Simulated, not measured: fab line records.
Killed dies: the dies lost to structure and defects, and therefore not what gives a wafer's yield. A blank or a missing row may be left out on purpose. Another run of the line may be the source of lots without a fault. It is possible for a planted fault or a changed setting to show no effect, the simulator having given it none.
Matching of chambers :: flow n5 finfet :: 3 sister chambers for N5_BEOL_M12_DEP_53 on pecvd-01
The step deposits SiCN from 3MS/NH3, target thk 30 nm, time 10.5 s. 3 wafers are shown with their chamber, then 10 later ones without.

WAFERS WITH THEIR CHAMBER
wafer: L085.2
chamber: 2
throttle valve pct (%): 19.7

wafer: L085.6
chamber: 1
throttle valve pct (%): 19.4

wafer: L091.4
chamber: 0
throttle valve pct (%): 17.3

WAFERS WITHOUT THEIR CHAMBER
wafer: L091.5
throttle valve pct (%): 19.6

wafer: L093.3
throttle valve pct (%): 19.6

wafer: L093.5
throttle valve pct (%): 19.5

wafer: L093.6
throttle valve pct (%): 17.1

wafer: L092.1
throttle valve pct (%): 19.6

wafer: L092.3
throttle valve pct (%): 17.2

wafer: L092.5
throttle valve pct (%): 17.2

wafer: L095.2
throttle valve pct (%): 19.6

wafer: L095.5
throttle valve pct (%): 19.7

wafer: L095.6
throttle valve pct (%): 17.2

WHICH CHAMBER EACH WENT THROUGH
wafer: L091.5
from the rows above: can't be placed: 2 or 1
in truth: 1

wafer: L093.3
from the rows above: can't be placed: 2 or 1
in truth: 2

wafer: L093.5
from the rows above: can't be placed: 1 or 2
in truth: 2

wafer: L093.6
from the rows above: 0
in truth: 0

wafer: L092.1
from the rows above: can't be placed: 2 or 1
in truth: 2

wafer: L092.3
from the rows above: 0
in truth: 0

wafer: L092.5
from the rows above: 0
in truth: 0

wafer: L095.2
from the rows above: can't be placed: 2 or 1
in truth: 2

wafer: L095.5
from the rows above: 2
in truth: 2

wafer: L095.6
from the rows above: 0
in truth: 0
Placed correctly: 5 of 10. These rows do not allow placing 5 (true chamber among the candidates in 5). Wrongly placed: 0.
How it was worked out, from the rows above alone: a wafer's distance from a chamber is the root of the sum, over the readings, of the square of ((its reading less the chamber's mean) divided by the reading's scatter). If the next closest chamber is less than 2 further off than the closest, the wafer can't be placed; otherwise it belongs to the closest. A chamber's mean is the mean of its shown wafers. The scatter: with one shown wafer a chamber, the root of the mean of the squares of how far each hidden wafer lies from its nearest shown one.
